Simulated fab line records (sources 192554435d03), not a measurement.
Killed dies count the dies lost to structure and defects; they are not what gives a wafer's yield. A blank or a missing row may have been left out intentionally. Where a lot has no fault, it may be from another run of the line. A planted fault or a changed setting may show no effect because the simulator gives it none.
fab line records | flow n5Finfet
record lots=5 wafers=15 lastDay=19
route steps=1938 shown BEOL_M3@946
lots that met no fault: from a run of the same line without faults
startH: start of the lot's first displayed wafer, in hours after the record's first day | waitH: hours from the lot's prior step to this one | " unchanged from the row above | L1.1+2: several wafers, shown together as one row | - either no value or no given start | * or withheld: withheld | < > ~ a bound
route shown NAME@n: a module of which the file shows steps, and the number in the route of the first | usual: mean/standard deviation taken from wafers without a fault | same: alike in all rows | chamber/n: place in a boat | sites: readings site by site | _std_site: the standard deviation of these | _edge_site: the outer-site mean with the inner-site mean subtracted | radiusMm: for every site, how far away it sits from the centre of the wafer | mask NAME#n: copy n | behind: the tool/chamber that last shaped the wafer | hold: why the lot was held/for how many hours/how that ended | device: transistor that didn't switch, given as n, p or np | end of line: tests run on the same wafers once the route is complete | a step without rows: its recipe alone | killed: not the wafer's yield, but the dies lost to structure and defects at the first sort | map: a wafer's dies, x killed, . not, _ none there
set.NAME: the setting as run; set.NAME@STEP: as run at that earlier step | model.NAME: the simulator's own value behind a step, which no gauge read
lots seen at some steps along the route; tables by step, rows by wafer
services: a tool's chamber out of use, with start hour (startH, from the record's first day; less than 0 if before it), hours out, and reason
## steps
# step N5_BEOL_M3_INSPECT_13
# recipe mode=adi inspectInstrument=brightfield
# usual rawDefectCount=403/97
# columns lot.wafer tool chamber startH waitH rawDefectCount
L085.2 defectInspect-01 - 255.04 0.0 444
L085.4 " - " " 303
L085.5 " - " " 381
L089.2 defectInspect-02 - 261.77 0.0 499
L089.5 " - " " 492
L089.6 " - " " 509
L090.3 defectInspect-02 - 263.56 0.0 426
L090.4 " - " " 554
L090.5 " - " " 745
L092.2 defectInspect-01 - 278.26 0.0 329
L092.4 " - " " 363
L092.5 " - " " 434
L095.4 defectInspect-02 - 287.82 0.0 730
L095.5 " - " " 703
L095.6 " - " " 380
# step N5_BEOL_M3_DESCUM_16
# recipe chemistry=O2 timeS=7 sourcePowerW=50 biasPowerW=20 pressureMtorr=20 rfFrequencyHz=2.712e+07 tempC=40 resist=CAR-EUV o2FlowSccm=225
# usual drypumpMotorCurrentA=5.6/0.43 oesProductAu=0.79/0.076 rfVppV=242.9/1.2 showerheadPlenumPTorr=2.08/0.076 throttleValvePct=20.53/0.22
# same timeS=7
# columns lot.wafer tool chamber startH waitH drypumpMotorCurrentA oesProductAu rfHoursCounterH rfVppV showerheadPlenumPTorr throttleValvePct
L085.2 rieDiel-04 0 255.13 0.1 5.8 0.69 241 243.0 2.05 20.63
L085.4 " 0 " " 5.8 0.69 - 243.0 2.05 20.63
L085.5 " 1 " " 5.8 0.84 - 243.9 2.04 20.59
L089.2 rieDiel-05 1 262.46 0.7 5.8 0.84 77 245.2 2.22 20.77
L089.5 " 1 " " 5.9 0.85 - 245.8 2.22 20.77
L089.6 " 0 " " 4.7 0.70 - 243.8 2.17 20.75
L090.3 rieDiel-01 3 263.73 0.2 6.3 0.86 54 242.6 2.02 20.26
L090.4 " 0 " " 6.1 0.93 - 242.8 2.13 20.44
L090.5 " 1 " " 6.2 0.69 - 244.0 2.18 20.59
L092.2 rieDiel-05 3 278.54 0.3 5.0 0.84 66 243.6 2.02 20.23
L092.4 " 0 " " 4.7 0.69 226 243.8 2.16 20.77
L092.5 " 1 " " 5.9 0.84 - 246.6 2.22 20.77
L095.4 rieDiel-01 0 287.95 0.1 6.2 0.90 20 245.2 2.13 20.45
L095.5 " 1 " " 6.1 0.70 - 243.5 2.17 20.60
L095.6 " 0 " " 6.1 0.91 - 244.0 2.13 20.45
# step N5_BEOL_M3_ETCH_74
# recipe chemistry=N2/H2 target=underlayer targetDepthA=65 maskMaterial=CAR-EUV timeS=5.2 ionEnergyEv=200 pressureMtorr=30 sourceW=840 biasW=150 n2FlowSccm=200 h2FlowSccm=200 ends=cleared
# usual drypumpMotorCurrentA=5.6/0.43 etchRfOnTimeS=5.13/0.1 oesProductAu=0.67/0.063 rfVppV=523.1/2.8 showerheadPlenumPTorr=2.52/0.092 throttleValvePct=17.94/0.23
# columns lot.wafer tool chamber startH waitH drypumpMotorCurrentA etchRfOnTimeS oesProductAu rfHoursCounterH rfVppV showerheadPlenumPTorr throttleValvePct
L085.2 rieDiel-04 0 255.16 0.0 5.8 5.22 0.58 241 523.5 2.51 18.23
L085.4 " 0 " " 5.8 5.24 0.58 - 521.8 2.51 18.22
L085.5 " 1 " " 5.7 5.16 0.70 - 521.3 2.47 17.96
L089.2 rieDiel-05 1 262.49 0.0 5.9 5.12 0.72 77 526.4 2.68 18.17
L089.5 " 1 " " 5.9 5.08 0.72 - 527.7 2.68 18.17
L089.6 " 0 " " 4.7 5.26 0.59 - 525.7 2.64 18.17
L090.3 rieDiel-01 3 263.77 0.0 6.3 5.27 0.72 54 522.1 2.47 17.72
L090.4 " 0 " " 6.1 5.06 0.78 - 526.8 2.62 18.02
L090.5 " 1 " " 6.2 4.85 0.61 - 525.4 2.61 17.93
L092.2 rieDiel-05 3 278.57 0.0 5.0 5.10 0.71 66 521.9 2.46 17.80
L092.4 " 0 " " 4.7 5.31 0.59 226 523.8 2.64 18.15
L092.5 " 1 " " 5.9 5.12 0.72 - 528.8 2.68 18.16
L095.4 rieDiel-01 0 287.98 0.0 6.1 5.06 0.77 20 524.3 2.62 18.05
L095.5 " 1 " " 6.2 4.83 0.60 - 525.6 2.61 17.92
L095.6 " 0 " " 6.1 5.01 0.78 - 524.7 2.62 18.05
# step N5_BEOL_M3_ETCH_63
# recipe chemistry=CF4 target=SiARC targetDepthA=156 maskMaterial=CAR-EUV timeS=26 ionEnergyEv=80 pressureMtorr=40 sourceW=545 biasW=36 Ar_flow_sccm=100 cf4FlowSccm=100 ends=cleared
# usual drypumpMotorCurrentA=5.6/0.43 etchRfOnTimeS=25.7/0.47 oesProductAu=0.67/0.063 rfVppV=184.0/1.2 showerheadPlenumPTorr=2.13/0.066 throttleValvePct=15.71/0.19
# columns lot.wafer tool chamber startH waitH drypumpMotorCurrentA etchRfOnTimeS oesProductAu rfHoursCounterH rfVppV showerheadPlenumPTorr throttleValvePct
L085.2 rieDiel-04 0 255.18 0.0 5.8 26.2 0.58 241 184.2 2.12 15.97
L085.4 " 0 " " 5.8 26.4 0.58 - 183.4 2.12 15.97
L085.5 " 1 " " 5.7 25.9 0.71 - 184.6 2.08 15.57
L089.2 rieDiel-05 1 262.51 0.0 5.9 25.5 0.72 77 185.9 2.26 15.80
L089.5 " 1 " " 5.9 25.4 0.73 - 185.3 2.26 15.78
L089.6 " 0 " " 4.7 25.7 0.60 - 184.4 2.20 15.87
L090.3 rieDiel-01 3 263.78 0.0 6.3 26.3 0.74 54 186.2 2.10 15.63
L090.4 " 0 " " 6.1 25.3 0.79 - 184.6 2.20 15.72
L090.5 " 1 " " 6.2 24.2 0.61 - 186.6 2.19 15.61
L092.2 rieDiel-05 3 278.59 0.0 5.0 25.6 0.71 66 183.5 2.09 15.51
L092.4 " 0 " " 4.7 25.9 0.60 226 184.5 2.20 15.90
L092.5 " 1 " " 5.9 25.5 0.72 - 185.3 2.25 15.80
L095.4 rieDiel-01 0 288.00 0.0 6.1 25.1 0.77 20 183.7 2.20 15.72
L095.5 " 1 " " 6.2 24.1 0.61 - 184.7 2.19 15.63
L095.6 " 0 " " 6.1 24.7 0.78 - 184.8 2.20 15.73
# step N5_BEOL_M3_ETCH_64
# recipe chemistry=N2/H2 target=SOC targetDepthA=750 overetchA=150 maskMaterial=SiARC tempC=40 timeS=112.5 ionEnergyEv=200 pressureMtorr=30 sourceW=840 biasW=150 n2FlowSccm=200 h2FlowSccm=200
# usual drypumpMotorCurrentA=5.6/0.43 oesProductAu=0.62/0.057 rfVppV=523.4/2.5 showerheadPlenumPTorr=2.52/0.092 throttleValvePct=17.89/0.23
# same timeS=112.5
# columns lot.wafer tool chamber startH waitH drypumpMotorCurrentA oesProductAu rfHoursCounterH rfVppV showerheadPlenumPTorr throttleValvePct
L085.2 rieDiel-04 0 255.21 0.0 5.8 0.55 241 521.7 2.51 18.22
L085.4 " 0 " " 5.8 0.54 - 522.8 2.51 18.21
L085.5 " 1 " " 5.8 0.65 - 523.8 2.47 17.90
L089.2 rieDiel-05 1 262.54 0.0 5.9 0.66 77 526.9 2.68 18.11
L089.5 " 1 " " 5.9 0.66 - 527.3 2.68 18.13
L089.6 " 0 " " 4.7 0.55 - 526.7 2.64 18.12
L090.3 rieDiel-01 3 263.81 0.0 6.4 0.68 54 521.1 2.47 17.68
L090.4 " 0 " " 6.2 0.71 - 526.1 2.62 18.01
L090.5 " 1 " " 6.2 0.54 - 527.0 2.61 17.86
L092.2 rieDiel-05 3 278.62 0.0 5.0 0.66 66 521.4 2.46 17.74
L092.4 " 0 " " 4.7 0.55 226 525.9 2.64 18.13
L092.5 " 1 " " 5.9 0.65 - 527.5 2.68 18.15
L095.4 rieDiel-01 0 288.03 0.0 6.1 0.70 20 524.2 2.62 18.01
L095.5 " 1 " " 6.2 0.54 - 525.4 2.61 17.88
L095.6 " 0 " " 6.1 0.71 - 525.5 2.62 18.01
# step N5_BEOL_M3_STRIP_65
# recipe chemistry=N2/H2 tempC=40 n2FlowSccm=200 h2FlowSccm=200 rfFrequencyHz=6e+07
# columns lot.wafer tool chamber startH waitH
L085.2+4+5 rieDiel-04 0,0,1 255.32 0.1
L089.2+5+6 rieDiel-05 1,1,0 262.64 0.1
L090.3+4+5 rieDiel-01 3,0,1 263.92 0.1
L092.2+4+5 rieDiel-05 3,0,1 278.72 0.1
L095.4+5+6 rieDiel-01 0,1,0 288.13 0.1
# step N5_BEOL_M3_STRIP_75
# recipe chemistry=N2/H2 tempC=40 n2FlowSccm=200 h2FlowSccm=200 rfFrequencyHz=6e+07
# columns lot.wafer tool chamber startH waitH
L085.2+4+5 rieDiel-04 0,0,1 255.33 0.0
L089.2+5+6 rieDiel-05 1,1,0 262.65 0.0
L090.3+4+5 rieDiel-01 3,0,1 263.93 0.0
L092.2+4+5 rieDiel-05 3,0,1 278.73 0.0
L095.4+5+6 rieDiel-01 0,1,0 288.14 0.0
# step N5_BEOL_M3_STRIP_66
# recipe chemistry=CF4 resist=SiARC powerW=300 biasPowerW=75 pressureMtorr=50 cf4FlowSccm=150 rfFrequencyHz=6e+07
# usual drypumpMotorCurrentA=5.6/0.43 oesProductAu=0.77/0.071 powerW=300.0/0.83 rfVppV=270.7/1.6 showerheadPlenumPTorr=1.79/0.057 throttleValvePct=13.67/0.2
# columns lot.wafer tool chamber startH waitH drypumpMotorCurrentA oesProductAu powerW rfHoursCounterH rfVppV showerheadPlenumPTorr throttleValvePct
L085.2 rieDiel-04 0 255.34 0.0 5.8 0.68 299.1 241 269.5 1.78 13.99
L085.4 " 0 " " 5.8 0.68 301.1 - 270.5 1.78 13.99
L085.5 " 1 " " 5.8 0.81 299.3 - 270.7 1.74 13.54
L089.2 rieDiel-05 1 262.66 0.0 5.9 0.84 300.3 78 272.2 1.89 13.71
L089.5 " 1 " " 5.9 0.82 299.6 - 274.4 1.89 13.72
L089.6 " 0 " " 4.7 0.69 299.9 - 274.4 1.85 13.88
L090.3 rieDiel-01 3 263.94 0.0 6.3 0.85 299.6 54 270.0 1.75 13.54
L090.4 " 0 " " 6.1 0.89 301.7 - 271.8 1.85 13.64
L090.5 " 1 " " 6.2 0.67 298.9 - 273.3 1.84 13.66
L092.2 rieDiel-05 3 278.74 0.0 5.0 0.83 300.0 66 268.5 1.75 13.43
L092.4 " 0 " " 4.7 0.69 301.1 226 272.7 1.85 13.92
L092.5 " 1 " " 5.9 0.82 301.7 - 272.7 1.88 13.74
L095.4 rieDiel-01 0 288.15 0.0 6.2 0.87 300.8 20 272.9 1.85 13.64
L095.5 " 1 " " 6.2 0.68 299.2 - 271.1 1.84 13.70
L095.6 " 0 " " 6.1 0.87 301.4 - 272.6 1.85 13.64
# step N5_BEOL_M3_HM_OPEN_17
# recipe chemistry=Cl2/BCl3 targetDepthA=200 overetchA=60 target=TiN maskMaterial=SOC ionEnergyEv=150 pressureMtorr=10 icpW=1000 biasW=126 Cl2_flow_sccm=53.25 bcl3FlowSccm=21.75 Ar_flow_sccm=25
# usual drypumpMotorCurrentA=5.6/0.58 oesProductAu=0.67/0.09 throttleValvePct=22.09/0.21
# columns lot.wafer tool chamber startH waitH drypumpMotorCurrentA oesProductAu rfHoursCounterH throttleValvePct
L085.2 rieMetal-02 1 255.41 0.1 6.4 0.73 - 22.25
L085.4 " 1 " " 6.4 0.73 - 22.24
L085.5 " 1 " " 6.4 0.73 - 22.25
L089.2 rieMetal-03 0 262.70 0.0 5.1 0.68 40 22.40
L089.5 " 1 " " 6.0 0.54 - 22.02
L089.6 " 0 " " 5.1 0.67 - 22.42
L090.3 rieMetal-02 1 264.01 0.1 6.4 0.73 - 22.24
L090.4 " 0 " " 4.8 0.84 - 21.78
L090.5 " 1 " " 6.4 0.73 - 22.24
L092.2 rieMetal-01 0 278.78 0.0 5.0 0.69 30 22.09
L092.4 " 1 " " 5.6 0.66 - 21.83
L092.5 " 0 " " 5.0 0.69 - 22.08
L095.4 rieMetal-02 1 288.22 0.1 6.4 0.72 - 22.25
L095.5 " 0 " " 4.8 0.81 - 21.77
L095.6 " 1 " " 6.4 0.72 - 22.24
# step N5_BEOL_M3_STRIP_19
# recipe chemistry=O2 powerW=400 tempC=40 pressureMtorr=30 rfFrequencyHz=6e+07 biasPowerW=0 overashFraction=0.2 o2FlowSccm=225
# usual drypumpMotorCurrentA=5.6/0.45 oesProductAu=0.78/0.074 rfVppV=3.6/0.44 showerheadPlenumPTorr=2.08/0.075 throttleValvePct=16.75/0.21
# columns lot.wafer tool chamber startH waitH drypumpMotorCurrentA oesProductAu rfHoursCounterH rfVppV showerheadPlenumPTorr throttleValvePct
L085.2 rieDiel-05 3 255.58 0.1 5.0 0.84 64 3.7 2.02 16.46
L085.4 " 0 " " 4.7 0.70 217 4.2 2.17 16.96
L085.5 " 0 " " 4.7 0.69 - 3.3 2.17 16.99
L089.2 rieDiel-04 1 262.88 0.1 5.7 0.83 86 3.0 2.04 16.76
L089.5 " 0 " " 5.8 0.69 - 4.1 2.05 16.92
L089.6 " 2 " " 5.5 0.75 - 3.5 1.99 16.50
L090.3 rieDiel-04 1 264.09 0.1 5.7 0.83 86 3.8 2.04 16.74
L090.4 " 2 " " 5.5 0.75 - 2.9 1.99 16.51
L090.5 " 0 " " 5.8 0.68 - 3.8 2.05 16.94
L092.2 rieDiel-05 1 278.90 0.1 5.9 0.85 83 3.2 2.22 16.95
L092.4 " 2 " " 5.5 0.74 171 4.0 2.03 16.88
L092.5 " 2 " " 5.5 0.74 - 4.0 2.03 16.87
L095.4 rieDiel-05 1 288.31 0.1 5.9 0.84 86 3.2 2.22 16.95
L095.5 " 2 " " 5.5 0.74 - 3.7 2.03 16.89
L095.6 " 1 " " 5.9 0.84 - 4.9 2.22 16.94
# step N5_BEOL_M3_CD_MEAS_18
# recipe pitchNm=36 targetCdNm=18
# usual cdNm=18.1/0.34
# columns lot.wafer tool chamber startH waitH cdNm
L085.2 cdSem-02 - 255.65 0.1 18.0
L085.4 " - " " 17.5
L085.5 " - " " 18.0
L089.2 cdSem-03 - 262.95 0.1 18.3
L089.5 " - " " 18.4
L089.6 " - " " 18.0
L090.3 cdSem-01 - 264.16 0.1 18.4
L090.4 " - " " 18.4
L090.5 " - " " 18.6
L092.2 cdSem-03 - 278.97 0.1 18.3
L092.4 " - " " 17.5
L092.5 " - " " 18.3
L095.4 cdSem-02 - 288.38 0.1 18.3
L095.5 " - " " 18.5
L095.6 " - " " 17.6
# step N5_BEOL_M3_COAT_67
# recipe resist=SOC tempC=250 timeS=60 spinRpm=1500 resistThkNm=60
# same timeS=60
# columns lot.wafer tool chamber startH waitH
L085.2+4+5 lithoTrack-03 0 255.68 0.0
L089.2+5+6 lithoTrack-03 0 262.98 0.0
L090.3+4+5 lithoTrack-01 0 264.20 0.0
L092.2+4+5 lithoTrack-04 0 279.01 0.0
L095.4+5+6 lithoTrack-03 0 288.41 0.0
# step N5_BEOL_M3_COAT_68
# recipe resist=SiARC tempC=220 timeS=60 spinRpm=1500 resistThkNm=12
# same timeS=60
# columns lot.wafer tool chamber startH waitH
L085.2+4+5 lithoTrack-03 0 - -
L089.2+5+6 lithoTrack-03 0 - -
L090.3+4+5 lithoTrack-01 0 - -
L092.2+4+5 lithoTrack-04 0 - -
L095.4+5+6 lithoTrack-03 0 - -
# step N5_BEOL_M3_COAT_76
# recipe resist=underlayer tempC=205 timeS=60 spinRpm=1500 resistThkNm=5
# same timeS=60
# columns lot.wafer tool chamber startH waitH
L085.2+4+5 lithoTrack-03 0 - -
L089.2+5+6 lithoTrack-03 0 - -
L090.3+4+5 lithoTrack-01 0 - -
L092.2+4+5 lithoTrack-04 0 - -
L095.4+5+6 lithoTrack-03 0 - -
# step N5_BEOL_M3_COAT_22
# recipe resist=CAR-EUV spinRpm=1500 resistThkNm=30
# columns lot.wafer tool chamber startH waitH
L085.2+4+5 lithoTrack-03 0 - -
L089.2+5+6 lithoTrack-03 0 - -
L090.3+4+5 lithoTrack-01 0 - -
L092.2+4+5 lithoTrack-04 0 - -
L095.4+5+6 lithoTrack-03 0 - -
# step N5_BEOL_M3_EBR_24
# recipe solvent=PGMEA ebrWidthMm=1.5
# columns lot.wafer tool chamber startH waitH
L085.2+4+5 lithoTrack-03 0 - -
L089.2+5+6 lithoTrack-03 0 - -
L090.3+4+5 lithoTrack-01 0 - -
L092.2+4+5 lithoTrack-04 0 - -
L095.4+5+6 lithoTrack-03 0 - -
# step N5_BEOL_M3_SOFTBAKE_23
# recipe tempC=110 timeS=60 resist=CAR-EUV
# same timeS=60
# columns lot.wafer tool chamber startH waitH
L085.2+4+5 lithoTrack-03 0 - -
L089.2+5+6 lithoTrack-03 0 - -
L090.3+4+5 lithoTrack-01 0 - -
L092.2+4+5 lithoTrack-04 0 - -
L095.4+5+6 lithoTrack-03 0 - -
# step N5_BEOL_M3_EXPOSE_25
# recipe maskId=V2 na=0.33 sourceShape=quasar sigmaInner=0.2 sigmaOuter=0.8 polarization=unpolarized defocusNm=5 doseMj=63
# usual reticleTempC=22.98/0.1
# same dipoleOpeningDeg=30
# columns lot.wafer tool chamber startH waitH mask reticleTempC
L085.2 euvScanner-01 0 255.95 - V2#0 22.79
L085.4 " 0 " " V2#0 22.93
L085.5 " 0 " " V2#0 22.71
L089.2 euvScanner-02 0 263.25 - V2#0 22.82
L089.5 " 0 " " V2#0 23.01
L089.6 " 0 " " V2#0 22.97
L090.3 euvScanner-02 0 264.39 - V2#0 22.90
L090.4 " 0 " " V2#0 22.72
L090.5 " 0 " " V2#0 23.01
L092.2 euvScanner-01 0 279.16 - V2#0 22.87
L092.4 " 0 " " V2#0 22.89
L092.5 " 0 " " V2#0 23.05
L095.4 euvScanner-01 0 288.70 - V2#0 22.89
L095.5 " 0 " " V2#0 22.90
L095.6 " 0 " " V2#0 22.94
# step N5_BEOL_M3_PEB_26
# recipe pebTempC=100 pebTimeS=60 resist=CAR-EUV
# columns lot.wafer tool chamber startH waitH
L085.2+4+5 lithoTrack-03 0 256.02 0.1
L089.2+5+6 lithoTrack-04 0 263.32 0.1
L090.3+4+5 lithoTrack-04 0 264.45 0.1
L092.2+4+5 lithoTrack-04 0 279.23 0.1
L095.4+5+6 lithoTrack-03 0 288.76 0.0
# step N5_BEOL_M3_DEVELOP_27
# recipe developTimeS=30 developer=TMAH resist=CAR-EUV rinseLiquid=surfactantRinse dry=airSpin devTempC=23
# columns lot.wafer tool chamber startH waitH
L085.2+4+5 lithoTrack-03 0 - -
L089.2+5+6 lithoTrack-04 0 - -
L090.3+4+5 lithoTrack-04 0 - -
L092.2+4+5 lithoTrack-04 0 - -
L095.4+5+6 lithoTrack-03 0 - -
# step N5_BEOL_M3_CD_MEAS_28
# recipe targetCdNm=25.7 landingEnergyEv=500 detector=seInlens targetCdYNm=23.3 polarity=opening
# usual cdNm=25.79/0.24
# columns lot.wafer tool chamber startH waitH cdNm
L085.2 cdSem-01 0 256.09 - 25.61
L085.4 " 0 " " 25.69
L085.5 " 0 " " 25.58
L089.2 cdSem-03 0 263.39 - 26.24
L089.5 " 0 " " 26.06
L089.6 " 0 " " 25.74
L090.3 cdSem-03 0 264.52 - 25.55
L090.4 " 0 " " 25.84
L090.5 " 0 " " 25.86
L092.2 cdSem-01 0 279.30 - 25.93
L092.4 " 0 " " 26.15
L092.5 " 0 " " 26.06
L095.4 cdSem-01 0 288.82 - 25.66
L095.5 " 0 " " 26.03
L095.6 " 0 " " 25.52
# step N5_BEOL_M3_OVL_MEAS_29
# recipe pointsPerWafer=522
# usual V2_OVL=0.3/0.71
# columns lot.wafer tool chamber startH waitH V2_OVL[nm]
L085.2 overlay-01 0 256.13 0.0 0.8
L085.4 " 0 " " 0.9
L085.5 " 0 " " 0.0
L089.2 overlay-02 0 263.43 0.0 1.3
L089.5 " 0 " " 0.5
L089.6 " 0 " " 1.4
L090.3 overlay-01 0 264.56 0.0 -0.3
L090.4 " 0 " " -0.1
L090.5 " 0 " " 0.3
L092.2 overlay-01 0 279.34 0.0 0.2
L092.4 " 0 " " 0.9
L092.5 " 0 " " 1.4
L095.4 overlay-02 0 288.87 0.0 0.8
L095.5 " 0 " " 0.2
L095.6 " 0 " " 0.9
# step N5_BEOL_M3_INSPECT_30
# recipe mode=adi inspectInstrument=brightfield
# usual rawDefectCount=408/89
# columns lot.wafer tool chamber startH waitH rawDefectCount
L085.2 defectInspect-02 - 256.18 0.0 495
L085.4 " - " " 352
L085.5 " - " " 410
L089.2 defectInspect-02 - 263.48 0.0 492
L089.5 " - " " 489
L089.6 " - " " 525
L090.3 defectInspect-02 - 264.61 0.0 453
L090.4 " - " " 574
L090.5 " - " " 737
L092.2 defectInspect-02 - 279.39 0.0 418
L092.4 " - " " 411
L092.5 " - " " 479
L095.4 defectInspect-01 - 288.91 0.0 654
L095.5 " - " " 634
L095.6 " - " " 317
# step N5_BEOL_M3_DESCUM_33
# recipe chemistry=O2 timeS=7 sourcePowerW=50 biasPowerW=20 pressureMtorr=20 rfFrequencyHz=2.712e+07 tempC=40 resist=CAR-EUV o2FlowSccm=225
# usual drypumpMotorCurrentA=5.6/0.46 oesProductAu=0.78/0.075 rfVppV=243.1/1.4 showerheadPlenumPTorr=2.08/0.073 throttleValvePct=20.52/0.22
# same timeS=7
# columns lot.wafer tool chamber startH waitH drypumpMotorCurrentA oesProductAu rfHoursCounterH rfVppV showerheadPlenumPTorr throttleValvePct
L085.2 rieDiel-04 2 256.57 0.4 5.5 0.75 152 242.6 1.99 20.18
L085.4 " 2 " " 5.5 0.75 - 242.6 1.99 20.19
L085.5 " 0 " " 5.8 0.69 - 241.9 2.05 20.65
L089.2 rieDiel-04 1 263.51 0.0 5.8 0.84 86 242.0 2.04 20.61
L089.5 " 2 " " 5.5 0.75 - 241.6 1.99 20.20
L089.6 " 1 " " 5.8 0.84 - 241.1 2.04 20.59
L090.3 rieDiel-04 0 264.64 0.0 5.8 0.69 246 242.6 2.05 20.63
L090.4 " 2 " " 5.5 0.76 157 242.2 1.99 20.19
L090.5 " 0 " " 5.8 0.69 - 242.3 2.05 20.64
L092.2 rieDiel-05 3 279.90 0.5 5.0 0.83 67 241.6 2.02 20.23
L092.4 " 1 " " 5.9 0.85 83 244.8 2.22 20.77
L092.5 " 2 " " 5.5 0.74 - 241.0 2.02 20.70
L095.4 rieDiel-01 3 288.94 0.0 6.3 0.85 62 241.4 2.01 20.27
L095.5 " 2 " " 5.1 0.81 - 242.8 2.13 20.31
L095.6 " 1 " " 6.1 0.69 - 244.5 2.17 20.61
# step N5_BEOL_M3_ETCH_77
# recipe chemistry=N2/H2 target=underlayer targetDepthA=65 maskMaterial=CAR-EUV timeS=5.2 ionEnergyEv=200 pressureMtorr=30 sourceW=840 biasW=150 n2FlowSccm=200 h2FlowSccm=200 ends=cleared
# usual drypumpMotorCurrentA=5.7/0.47 etchRfOnTimeS=5.13/0.11 oesProductAu=0.67/0.062 rfVppV=523.4/2.6 showerheadPlenumPTorr=2.53/0.086 throttleValvePct=17.94/0.24
# columns lot.wafer tool chamber startH waitH drypumpMotorCurrentA etchRfOnTimeS oesProductAu rfHoursCounterH rfVppV showerheadPlenumPTorr throttleValvePct
L085.2 rieDiel-04 2 256.61 0.0 5.5 5.20 0.64 152 522.1 2.43 17.61
L085.4 " 2 " " 5.5 5.16 0.64 - 521.4 2.43 17.59
L085.5 " 0 " " 5.8 5.16 0.59 - 520.4 2.51 18.25
L089.2 rieDiel-04 1 263.55 0.0 5.7 5.12 0.71 86 520.1 2.46 17.97
L089.5 " 2 " " 5.5 5.15 0.64 - 519.2 2.43 17.63
L089.6 " 1 " " 5.7 5.12 0.70 - 519.1 2.46 17.95
L090.3 rieDiel-04 0 264.67 0.0 5.8 5.21 0.58 246 524.7 2.51 18.24
L090.4 " 2 " " 5.5 5.20 0.64 157 521.3 2.43 17.60
L090.5 " 0 " " 5.8 5.17 0.58 - 523.9 2.51 18.27
L092.2 rieDiel-05 3 279.94 0.0 5.0 5.11 0.72 67 521.7 2.46 17.78
L092.4 " 1 " " 5.9 5.13 0.70 83 525.9 2.68 18.20
L092.5 " 2 " " 5.5 5.17 0.63 - 519.9 2.41 17.76
L095.4 rieDiel-01 3 288.98 0.0 6.4 5.25 0.72 62 521.3 2.46 17.72
L095.5 " 2 " " 5.1 5.07 0.71 - 525.6 2.59 17.74
L095.6 " 1 " " 6.2 4.82 0.61 - 522.2 2.61 17.90
# step N5_BEOL_M3_ETCH_69
# recipe chemistry=CF4 target=SiARC targetDepthA=156 maskMaterial=CAR-EUV timeS=26 ionEnergyEv=80 pressureMtorr=40 sourceW=545 biasW=36 Ar_flow_sccm=100 cf4FlowSccm=100 ends=cleared
# usual drypumpMotorCurrentA=5.6/0.47 etchRfOnTimeS=25.7/0.53 oesProductAu=0.67/0.062 rfVppV=184.1/1 showerheadPlenumPTorr=2.14/0.062 throttleValvePct=15.71/0.2
# columns lot.wafer tool chamber startH waitH drypumpMotorCurrentA etchRfOnTimeS oesProductAu rfHoursCounterH rfVppV showerheadPlenumPTorr throttleValvePct
L085.2 rieDiel-04 2 256.62 0.0 5.5 25.9 0.65 152 182.6 2.06 15.53
L085.4 " 2 " " 5.5 26.1 0.64 - 184.0 2.06 15.55
L085.5 " 0 " " 5.8 26.5 0.58 - 184.4 2.12 15.96
L089.2 rieDiel-04 1 263.56 0.0 5.7 25.7 0.71 86 182.4 2.07 15.59
L089.5 " 2 " " 5.5 25.6 0.65 - 182.0 2.06 15.55
L089.6 " 1 " " 5.7 25.5 0.71 - 183.4 2.08 15.59
L090.3 rieDiel-04 0 264.69 0.0 5.8 26.1 0.58 246 182.5 2.11 15.98
L090.4 " 2 " " 5.5 25.8 0.64 157 183.2 2.06 15.55
L090.5 " 0 " " 5.8 26.2 0.58 - 184.1 2.11 15.98
L092.2 rieDiel-05 3 279.96 0.0 5.0 25.5 0.72 67 183.6 2.09 15.50
L092.4 " 1 " " 5.9 25.5 0.71 83 185.6 2.25 15.79
L092.5 " 2 " " 5.5 25.4 0.64 - 183.1 2.06 15.73
L095.4 rieDiel-01 3 288.99 0.0 6.3 26.3 0.72 62 182.9 2.10 15.66
L095.5 " 2 " " 5.1 25.1 0.71 - 184.6 2.18 15.51
L095.6 " 1 " " 6.1 24.4 0.60 - 185.2 2.19 15.64
# step N5_BEOL_M3_ALD_98
# recipe material=SiO2 targetThkA=25 tempC=100 aldPrecursorFamily=BDEAS aldCoReactant=O2-plasma pulseTimeS=1 coReactantPulseTimeS=1 purgeTimeS=2 coReactantPurgeTimeS=2 aldCycles=17 pressureTorr=2
# usual heaterPowerW=79/7.6 precursorPulseHeightRel=1.000/0.02
# columns lot.wafer tool chamber startH waitH heaterPowerW precursorPulseHeightRel
L085.2 aldSin-02 3 256.71 0.1 88 0.951
L085.4 " 1 " " 82 0.999
L085.5 " 1 " " 80 1.001
L089.2 aldSin-02 2 263.65 0.1 68 0.992
L089.5 " 0 " " 72 0.988
L089.6 " 3 " " 88 1.017
L090.3 aldSin-03 1 264.77 0.1 82 0.994
L090.4 " 2 " " 86 1.002
L090.5 " 2 " " 88 1.019
L092.2 aldSin-01 1 281.25 1.3 92 1.012
L092.4 " 2 " " 81 1.008
L092.5 " 0 " " 78 1.039
L095.4 aldSin-03 1 289.14 0.1 86 1.032
L095.5 " 3 " " 74 1.009
L095.6 " 2 " " 79 1.006
## services
# columns tool chamber startH hours kind
euvScanner-02 - 235.71 4.6 pm
rieDiel-01 - 240.37 5.9 repair
euvScanner-01 - 241.07 4.6 pm
euvScanner-02 0 243.19 - calibration
rieMetal-02 0 244.00 - clean
rieMetal-02 0 244.00 18.0 scheduledDown
rieMetal-02 0 244.00 18.0 ventCycle
aldSin-03 0 252.23 4.6 repair
rieDiel-01 2 252.91 26.0 repair
rieDiel-01 - 253.32 6.4 repair
euvScanner-02 - 260.94 1.3 repair
aldSin-02 1 267.87 7.1 repair
aldSin-03 - 268.25 14.0 pm
aldSin-03 0 268.25 14.0 ventCycle
aldSin-03 1 268.25 14.0 ventCycle
aldSin-03 2 268.25 14.0 ventCycle
aldSin-03 3 268.25 14.0 ventCycle
rieDiel-04 0 277.96 - clean
rieDiel-04 0 277.96 - consumableReplace:focusRing
rieDiel-04 0 277.96 19.5 scheduledDown
rieDiel-04 0 277.96 19.5 ventCycle
euvScanner-02 - 281.38 1.0 pm
aldSin-03 0 282.25 - clean
aldSin-03 1 282.25 - clean
## key
fault none
